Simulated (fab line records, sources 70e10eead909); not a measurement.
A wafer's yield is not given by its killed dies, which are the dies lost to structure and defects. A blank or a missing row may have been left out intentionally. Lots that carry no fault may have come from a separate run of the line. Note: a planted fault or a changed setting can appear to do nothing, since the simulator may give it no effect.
fab line records | flow nandHarc
record lots=13 wafers=39 lastDay=33
route steps=1302 shown P_ZERO_WELL@14 P_STI@96 END@1302
lots that met no fault: from a run of the same line without faults
startH: start of the lot's first displayed wafer, in hours after the record's first day | waitH: hours from the lot's prior step to this one | " as in the row above | L1.1+2: a row that stands for several wafers | - either no value or no given start | * or withheld: withheld | < > ~ a bound
route shown NAME@n: names a module that has steps shown in the file, with the first one's number in the route | usual: mean and standard deviation over wafers with no fault | same: alike in all rows | chamber/n: place in a boat | sites: readings site by site | _std_site: standard deviation of those values | _edge_site: the outer-site mean with the inner-site mean subtracted | radiusMm: for every site, how far away it sits from the centre of the wafer | mask NAME#n: copy n | behind: the last tool/chamber to shape the wafer | hold: what put the lot on hold/how long, in hours/how the hold closed | device: transistor that didn't switch, given as n, p or np | end of line: the route-end tests of the same wafers | step lacking rows: just its recipe | killed: the dies lost at the first sort to structure and to defects; this is not the yield of the wafer | map: the dies of a wafer, with x for killed, . for not killed, _ for no die there
set.NAME: the run value of the setting; set.NAME@STEP: its run value at that earlier step | model.NAME: the simulator's own value behind a step, which no gauge read
route steps across a sampled set of lots; one table per step, one row per wafer
services: a tool's chamber out of use, with start hour (startH, from the record's first day; less than 0 if before it), hours out, and reason
## steps
# step NHARC_P_ZERO_WELL_CD_MEAS_11
# recipe targetCdNm=500 landingEnergyEv=500
# usual cdNm=499.4/1.7
# columns lot.wafer tool chamber startH waitH cdNm
L338.3 cdSem-01 0 31.24 - 497.2
L338.4 " 0 " " 496.8
L338.6 " 0 " " 499.1
L340.1 cdSem-03 0 51.24 - 499.9
L340.2 " 0 " " 499.9
L340.5 " 0 " " 500.8
L342.2 cdSem-01 0 71.25 - 495.6
L342.3 " 0 " " 497.4
L342.5 " 0 " " 498.0
L343.1 cdSem-02 0 81.24 - 500.5
L343.3 " 0 " " 502.1
L343.6 " 0 " " 501.9
L344.1 cdSem-03 0 91.19 - 497.1
L344.3 " 0 " " 499.1
L344.5 " 0 " " 498.6
L347.1 cdSem-02 0 121.24 - 499.2
L347.3 " 0 " " 500.8
L347.4 " 0 " " 498.0
L349.1 cdSem-03 0 141.38 - 497.9
L349.4 " 0 " " 499.2
L349.5 " 0 " " 499.5
L350.1 cdSem-03 0 151.17 - 500.5
L350.2 " 0 " " 500.3
L350.3 " 0 " " 499.7
L351.1 cdSem-01 0 161.25 - 499.1
L351.3 " 0 " " 498.0
L351.5 " 0 " " 496.9
L352.2 cdSem-01 0 171.24 - 498.7
L352.5 " 0 " " 499.0
L352.6 " 0 " " 501.9
L353.1 cdSem-02 0 181.24 - 502.0
L353.4 " 0 " " 501.2
L353.5 " 0 " " 500.5
L357.1 cdSem-01 0 221.24 - 500.2
L357.2 " 0 " " 501.1
L357.3 " 0 " " 500.5
L360.1 cdSem-02 0 251.24 - 499.7
L360.5 " 0 " " 499.8
L360.6 " 0 " " 501.5
# step NHARC_P_ZERO_WELL_EXPOSE_21
# recipe na=0.6 targetCdNm=720 doseMj=22.31 maskId=P_NWELL
# usual exposureDoseMJCm2=22.308/0.024
# columns lot.wafer tool chamber startH waitH mask exposureDoseMJCm2
L338.3 krfScanner-04 0 32.46 - P_NWELL#0 22.296
L338.4 " 0 " " P_NWELL#0 22.303
L338.6 " 0 " " P_NWELL#0 22.294
L340.1 krfScanner-04 0 52.42 - P_NWELL#0 22.298
L340.2 " 0 " " P_NWELL#0 22.278
L340.5 " 0 " " P_NWELL#0 22.267
L342.2 krfScanner-02 0 72.44 - P_NWELL#0 22.313
L342.3 " 0 " " P_NWELL#0 22.273
L342.5 " 0 " " P_NWELL#0 22.328
L343.1 krfScanner-04 0 82.50 - P_NWELL#0 22.296
L343.3 " 0 " " P_NWELL#0 22.351
L343.6 " 0 " " P_NWELL#0 22.306
L344.1 krfScanner-02 0 92.37 - P_NWELL#0 22.311
L344.3 " 0 " " P_NWELL#0 22.324
L344.5 " 0 " " P_NWELL#0 22.269
L347.1 krfScanner-04 0 122.52 - P_NWELL#0 23.577
L347.3 " 0 " " P_NWELL#0 23.564
L347.4 " 0 " " P_NWELL#0 23.621
L349.1 krfScanner-04 0 142.58 - P_NWELL#0 23.596
L349.4 " 0 " " P_NWELL#0 23.583
L349.5 " 0 " " P_NWELL#0 23.585
L350.1 krfScanner-04 0 152.25 - P_NWELL#0 23.539
L350.2 " 0 " " P_NWELL#0 23.589
L350.3 " 0 " " P_NWELL#0 23.566
L351.1 krfScanner-01 0 162.49 - P_NWELL#0 22.276
L351.3 " 0 " " P_NWELL#0 22.309
L351.5 " 0 " " P_NWELL#0 22.285
L352.2 krfScanner-04 0 172.43 - P_NWELL#0 23.579
L352.5 " 0 " " P_NWELL#0 23.616
L352.6 " 0 " " P_NWELL#0 23.569
L353.1 krfScanner-02 0 182.63 - P_NWELL#0 22.318
L353.4 " 0 " " P_NWELL#0 22.324
L353.5 " 0 " " P_NWELL#0 22.316
L357.1 krfScanner-02 0 222.42 - P_NWELL#0 22.254
L357.2 " 0 " " P_NWELL#0 22.279
L357.3 " 0 " " P_NWELL#0 22.323
L360.1 krfScanner-01 0 252.43 - P_NWELL#0 22.301
L360.5 " 0 " " P_NWELL#0 22.295
L360.6 " 0 " " P_NWELL#0 22.308
# step NHARC_P_ZERO_WELL_CD_MEAS_24
# recipe targetCdNm=720 landingEnergyEv=500
# usual cdNm=719.8/1.5
# columns lot.wafer tool chamber startH waitH cdNm
L338.3 cdSem-01 0 32.61 - 719.3
L338.4 " 0 " " 719.9
L338.6 " 0 " " 719.1
L340.1 cdSem-01 0 52.58 - 716.9
L340.2 " 0 " " 719.7
L340.5 " 0 " " 720.6
L342.2 cdSem-03 0 72.59 - 721.2
L342.3 " 0 " " 721.8
L342.5 " 0 " " 719.0
L343.1 cdSem-02 0 82.65 - 723.5
L343.3 " 0 " " 720.7
L343.6 " 0 " " 721.4
L344.1 cdSem-01 0 92.53 - 716.8
L344.3 " 0 " " 716.8
L344.5 " 0 " " 717.0
L347.1 cdSem-02 0 122.68 - 728.6
L347.3 " 0 " " 726.7
L347.4 " 0 " " 729.1
L349.1 cdSem-01 0 142.73 - 728.6
L349.4 " 0 " " 729.0
L349.5 " 0 " " 730.3
L350.1 cdSem-01 0 152.41 - 728.6
L350.2 " 0 " " 729.7
L350.3 " 0 " " 729.1
L351.1 cdSem-03 0 162.64 - 722.5
L351.3 " 0 " " 721.7
L351.5 " 0 " " 720.9
L352.2 cdSem-02 0 172.58 - 731.4
L352.5 " 0 " " 731.4
L352.6 " 0 " " 730.5
L353.1 cdSem-03 0 182.79 - 719.0
L353.4 " 0 " " 718.8
L353.5 " 0 " " 719.3
L357.1 cdSem-02 0 222.58 - 718.9
L357.2 " 0 " " 719.6
L357.3 " 0 " " 719.8
L360.1 cdSem-02 0 252.59 - 721.0
L360.5 " 0 " " 719.6
L360.6 " 0 " " 719.2
# step NHARC_P_ZERO_WELL_CD_MEAS_52
# recipe targetCdNm=2000 landingEnergyEv=500
# usual cdNm=1999.7/1.6
# columns lot.wafer tool chamber startH waitH cdNm
L338.3 cdSem-01 0 35.78 - 2001.9
L338.4 " 0 " " 2000.7
L338.6 " 0 " " 2000.7
L340.1 cdSem-02 0 55.77 - 1999.1
L340.2 " 0 " " 1999.5
L340.5 " 0 " " 1997.5
L342.2 cdSem-01 0 75.74 - 1997.7
L342.3 " 0 " " 1999.8
L342.5 " 0 " " 1998.1
L343.1 cdSem-01 0 85.81 - 1998.6
L343.3 " 0 " " 1998.2
L343.6 " 0 " " 1999.9
L344.1 cdSem-01 0 95.87 - 2000.5
L344.3 " 0 " " 1998.5
L344.5 " 0 " " 1998.5
L347.1 cdSem-02 0 125.96 - 2002.1
L347.3 " 0 " " 2001.1
L347.4 " 0 " " 2000.9
L349.1 cdSem-02 0 162.63 - 2002.0
L349.4 " 0 " " 2001.4
L349.5 " 0 " " 2001.5
L350.1 cdSem-02 0 164.74 - 2000.7
L350.2 " 0 " " 1999.8
L350.3 " 0 " " 2001.1
L351.1 cdSem-03 0 165.68 - 1999.7
L351.3 " 0 " " 2000.6
L351.5 " 0 " " 1998.1
L352.2 cdSem-03 0 175.86 - 2001.4
L352.5 " 0 " " 2001.9
L352.6 " 0 " " 2000.9
L353.1 cdSem-03 0 186.05 - 1998.8
L353.4 " 0 " " 1997.7
L353.5 " 0 " " 1998.1
L357.1 cdSem-01 0 225.74 - 1996.9
L357.2 " 0 " " 1998.1
L357.3 " 0 " " 1998.1
L360.1 cdSem-02 0 255.74 - 2000.2
L360.5 " 0 " " 2000.5
L360.6 " 0 " " 1999.1
# step NHARC_P_STI_OCD_MEAS_43
# usual trenchDepthNm=301/3.5 trenchFootCdNm=157.9/2
# columns lot.wafer tool chamber startH waitH trenchDepthNm trenchFootCdNm
L338.3 ocd-01 - 54.62 - 302 156.8
L338.4 " - " " 300 156.3
L338.6 " - " " 305 157.3
L340.1 ocd-02 - 75.05 - 302 158.2
L340.2 " - " " 300 159.3
L340.5 " - " " 299 158.5
L342.2 ocd-01 - 95.72 - 296 157.6
L342.3 " - " " 298 157.6
L342.5 " - " " 299 155.3
L343.1 ocd-02 - 107.50 - 302 157.2
L343.3 " - " " 298 160.2
L343.6 " - " " 301 159.8
L344.1 ocd-01 - 114.33 - 301 159.6
L344.3 " - " " 296 161.3
L344.5 " - " " 304 159.7
L347.1 ocd-02 - 147.02 - 307 159.7
L347.3 " - " " 301 161.1
L347.4 " - " " 304 160.3
L349.1 ocd-02 - 180.92 - 303 154.4
L349.4 " - " " 296 156.1
L349.5 " - " " 305 155.8
L350.1 ocd-02 - 181.06 - 301 160.7
L350.2 " - " " 297 159.2
L350.3 " - " " 298 160.2
L351.1 ocd-01 - 181.22 - 300 160.1
L351.3 " - " " 304 159.0
L351.5 " - " " 299 160.8
L352.2 ocd-01 - 195.55 - 306 159.2
L352.5 " - " " 309 158.9
L352.6 " - " " 294 158.2
L353.1 ocd-02 - 207.15 - 300 159.6
L353.4 " - " " 301 158.6
L353.5 " - " " 301 158.7
L357.1 ocd-02 - 250.38 - 299 160.9
L357.2 " - " " 299 158.6
L357.3 " - " " 296 160.8
L360.1 ocd-01 - 273.26 - 300 159.4
L360.5 " - " " 296 158.9
L360.6 " - " " 303 158.0
# step NHARC_END_SORT_01
# recipe tempC=25
# usual killedAtArray=50/17 killedAtOther=0.7/1 killedAtPeriphery=3.4/2.4 killedDies=54/17 killedOpen=3.3/1.7 killedShort=2.5/1.6
# same grossDies=677
# columns lot.wafer tool chamber startH waitH killedAtArray killedAtOther killedAtPeriphery killedDies killedOpen killedShort
L342.2 prober-02 0 599.46 2.8 67 0 2 69 3 0
L342.3 prober-02 0 600.27 3.1 68 0 4 72 1 0
L342.5 prober-02 0 601.90 3.8 73 0 6 79 5 0
L347.1 prober-01 0 673.38 2.5 45 0 1 46 3 1
L347.3 prober-01 0 674.98 3.1 38 0 0 38 2 2
L347.4 prober-01 0 675.78 3.4 37 0 0 37 2 1
L352.2 prober-01 0 708.68 2.8 34 1 3 38 3 6
L352.5 prober-01 0 711.07 3.7 39 0 6 45 5 3
L352.6 prober-01 0 711.86 4.0 40 0 14 54 3 4
# killed by level:class
L342.2 A_CHANNEL_HOLE_D2:chamberFilmFlake=30 A_SLIT:chamberFilmFlake=20 A_CONTACT:chamberFilmFlake=7 A_STAIRCASE:chamberFilmFlake=4 A_CHANNEL_HOLE_D1:chamberFilmFlake=2 P_GATE:geometricParticle:open=1 P_CONTACT:geometricParticle:open=1 A_CHANNEL_FILL_D2:geometricParticle:open=1
L342.3 A_CHANNEL_HOLE_D2:chamberFilmFlake=33 A_SLIT:chamberFilmFlake=18 A_CONTACT:chamberFilmFlake=9 A_CHANNEL_HOLE_D1:chamberFilmFlake=3 A_STAIRCASE:chamberFilmFlake=3 P_GATE:chamberFilmFlake=2 P_M0:geometricParticle:open=1 P_STI:chamberFilmFlake=1
L342.5 A_CHANNEL_HOLE_D2:chamberFilmFlake=35 A_SLIT:chamberFilmFlake=24 A_CONTACT:chamberFilmFlake=6 A_CHANNEL_HOLE_D1:chamberFilmFlake=4 P_ZERO_WELL:chamberFilmFlake=3 P_CONTACT:geometricParticle:open=1 P_M0:geometricParticle:open=1 A_ONON_D1:geometricParticle:open=1
L347.1 A_CHANNEL_HOLE_D2:chamberFilmFlake=14 A_CHANNEL_HOLE_D1:chamberFilmFlake=11 A_CONTACT:chamberFilmFlake=7 A_ZERO_WELL:chamberFilmFlake=2 A_CHANNEL_FILL_D1:chamberFilmFlake=2 A_STAIRCASE:chamberFilmFlake=2 A_SLIT:chamberFilmFlake=2 A_ONON_D1:geometricParticle:open=1
L347.3 A_CHANNEL_HOLE_D2:chamberFilmFlake=16 A_SLIT:chamberFilmFlake=6 A_CONTACT:chamberFilmFlake=5 A_CHANNEL_HOLE_D1:chamberFilmFlake=2 A_CHANNEL_FILL_D2:chamberFilmFlake=2 A_ONON_D1:geometricParticle:open=1 A_CHANNEL_FILL_D1:geometricParticle:short=1 A_WL_FILL:geometricParticle:open=1
L347.4 A_CHANNEL_HOLE_D2:chamberFilmFlake=14 A_CHANNEL_HOLE_D1:chamberFilmFlake=7 A_CONTACT:chamberFilmFlake=5 A_M1:chamberFilmFlake=3 A_STAIRCASE:chamberFilmFlake=2 A_DECK1_JOINT:geometricParticle:short=1 A_WL_FILL:geometricParticle:open=1 A_BLC:geometricParticle:open=1
L352.2 A_CHANNEL_HOLE_D2:chamberFilmFlake=14 A_CHANNEL_HOLE_D1:chamberFilmFlake=4 A_WL_FILL:chamberFilmFlake=3 A_ONON_D1:geometricParticle:short=2 A_CHANNEL_FILL_D1:geometricParticle:short=2 P_CONTACT:geometricParticle:short=1 A_CHANNEL_FILL_D1:geometricParticle:open=1 A_CHANNEL_FILL_D2:geometricParticle:open=1
L352.5 A_CHANNEL_HOLE_D2:chamberFilmFlake=15 A_WL_FILL:chamberFilmFlake=6 A_CHANNEL_HOLE_D1:chamberFilmFlake=3 A_CHANNEL_FILL_D1:chamberFilmFlake=3 A_SLIT:chamberFilmFlake=3 P_CONTACT:geometricParticle:open=2 P_CONTACT:chamberFilmFlake=2 P_BONDPAD:chamberFilmFlake=2
L352.6 A_CHANNEL_HOLE_D2:chamberFilmFlake=12 A_CHANNEL_HOLE_D1:chamberFilmFlake=8 A_CONTACT:chamberFilmFlake=5 A_SLIT:chamberFilmFlake=4 A_WL_FILL:chamberFilmFlake=4 P_GATE:chamberFilmFlake=3 A_CHANNEL_FILL_D1:geometricParticle:short=2 P_STI:chamberFilmFlake=2
## services
# columns tool chamber startH hours kind
krfScanner-02 0 8.55 - calibration
krfScanner-01 - 11.61 0.9 repair
krfScanner-04 - 20.09 6.3 repair
krfScanner-04 - 27.45 4.0 pm
krfScanner-04 0 31.70 - calibration
krfScanner-02 - 47.37 11.1 repair
krfScanner-04 - 60.77 7.7 repair
krfScanner-01 - 92.79 0.6 repair
krfScanner-02 - 94.00 4.0 pm
krfScanner-01 0 95.29 - calibration
krfScanner-02 - 138.44 1.3 repair
krfScanner-01 - 140.00 4.0 pm
krfScanner-02 0 173.61 - calibration
krfScanner-04 - 199.45 4.0 pm
## key
firstSign step=NHARC_P_ZERO_WELL_EXPOSE_21 reading=exposureDoseMJCm2 direction=up sigmas=54 usual=22.308 struck=23.582
effect step=NHARC_P_ZERO_WELL_CD_MEAS_24 reading=cdNm direction=up sigmas=6.6 usual=719.8 struck=729.4
metAt NHARC_P_ZERO_WELL_EXPOSE_21
struckLots L347,L349,L350,L352
testerLeftOut L347,L349,L350,L352
notActingAt NHARC_P_ZERO_WELL_CD_MEAS_11,NHARC_P_ZERO_WELL_CD_MEAS_52,NHARC_P_STI_OCD_MEAS_43
onsetBetween 82.50 122.52
fault kind=processParameterDrift tool=krfScanner-04 chamber=- onsetH=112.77 steps=NHARC_P_ZERO_WELL_EXPOSE_21 channel=doseMj offset=1.2809 shape=step actsIn=theseRecipesOnly stated=22.31
# testerLeftOut: of these lots the tester's yield and bins aren't shown, on N5 and GAA mostly nor the transistor test; their killed dies are dies lost to structure and defects alone, not to doping, threshold or leakage, so they don't give the yield
